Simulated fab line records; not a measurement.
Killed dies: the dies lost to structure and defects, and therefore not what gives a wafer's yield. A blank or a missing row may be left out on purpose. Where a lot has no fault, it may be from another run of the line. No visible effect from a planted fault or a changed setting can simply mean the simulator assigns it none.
Matching of chambers ; flow nandHarc ; NHARC_A_STAIRCASE_ETCHBACK_157 on rieDiel-13 has 4 sister chambers
The step etches the open film in CH3F/O2, target depth 90 nm, time 167.14 s. 27 wafers are shown with their chamber, then 12 later ones without.

## WAFERS, EACH WITH ITS CHAMBER
wafer;chamber;showerheadPlenumPTorr (Torr);drypumpMotorCurrentA (A);rfVppV (V)
L077.3;1;2.52;5.9;245.4
L077.4;3;2.47;5.9;243.7
L077.6;0;2.53;5.8;246.0
L075.1;3;2.47;5.9;245.2
L075.4;1;2.52;5.9;246.2
L075.5;1;2.52;5.9;246.1
L078.2;2;2.36;5.8;243.5
L078.3;3;2.47;5.9;244.3
L078.5;1;2.52;5.9;244.2
L076.1;3;2.47;5.9;244.3
L076.4;0;2.53;5.8;244.2
L076.5;0;2.53;5.8;245.2
L085.1;3;2.46;5.9;243.8
L085.2;0;2.52;5.9;244.7
L085.3;1;2.51;5.9;244.9
L086.2;2;2.35;5.8;242.5
L086.3;0;2.52;5.9;245.4
L086.6;2;2.35;5.8;242.7
L088.1;1;2.50;5.9;245.7
L088.4;0;2.51;5.9;245.2
L088.5;3;2.45;5.9;245.1
L087.3;1;2.50;5.9;245.0
L087.4;2;2.35;5.8;244.3
L087.6;0;2.51;5.9;245.8
L090.1;2;2.34;5.8;242.2
L090.5;0;2.51;5.9;244.7
L090.6;1;2.50;5.9;245.0

SIGNATURES (means of the wafers above)
reading;chamber 0;chamber 1;chamber 2;chamber 3;scatter within a chamber
showerheadPlenumPTorr;2.5200;2.5112;2.3500;2.4650;0.00894
drypumpMotorCurrentA;5.862;5.900;5.800;5.900;0.0286
rfVppV;245.150;245.312;243.040;244.400;0.679
Rule: distance of a wafer from a chamber = root of the sum over the readings of ((wafer's reading minus chamber's mean) / reading's scatter) squared. The wafer belongs to the nearest chamber; if the next one is less than 2 further off, it can't be placed. The scatter: take each reading less its chamber's mean, square it, sum over the shown wafers, divide by the number of wafers less the number of chambers, and take the root.

## WAFERS WITH NO CHAMBER GIVEN
wafer;showerheadPlenumPTorr (Torr);drypumpMotorCurrentA (A);rfVppV (V)
L092.4;2.50;6.0;244.4
L092.5;2.44;5.9;243.6
L092.6;2.34;5.8;242.7
L094.1;2.34;5.8;242.2
L094.2;2.50;5.9;243.9
L094.4;2.51;5.9;245.6
L096.2;2.51;5.9;243.3
L096.4;2.34;5.8;242.6
L096.5;2.34;5.8;243.3
L097.2;2.34;5.8;243.5
L097.4;2.51;5.9;245.5
L097.5;2.50;5.9;245.1

## EACH ONE'S CHAMBER
wafer;from the rows above;in truth
L092.4;can't be placed: 1 or 3 or 0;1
L092.5;3;3
L092.6;2;2
L094.1;2;2
L094.2;can't be placed: 1 or 0 or 3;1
L094.4;can't be placed: 1 or 0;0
L096.2;can't be placed: 1 or 0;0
L096.4;2;2
L096.5;2;2
L097.2;2;2
L097.4;can't be placed: 1 or 0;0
L097.5;can't be placed: 1 or 0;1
6 of 12 placed correctly. Unplaceable from these rows: 6, with the true chamber sitting among the candidates in 6. Placed wrongly: 0.
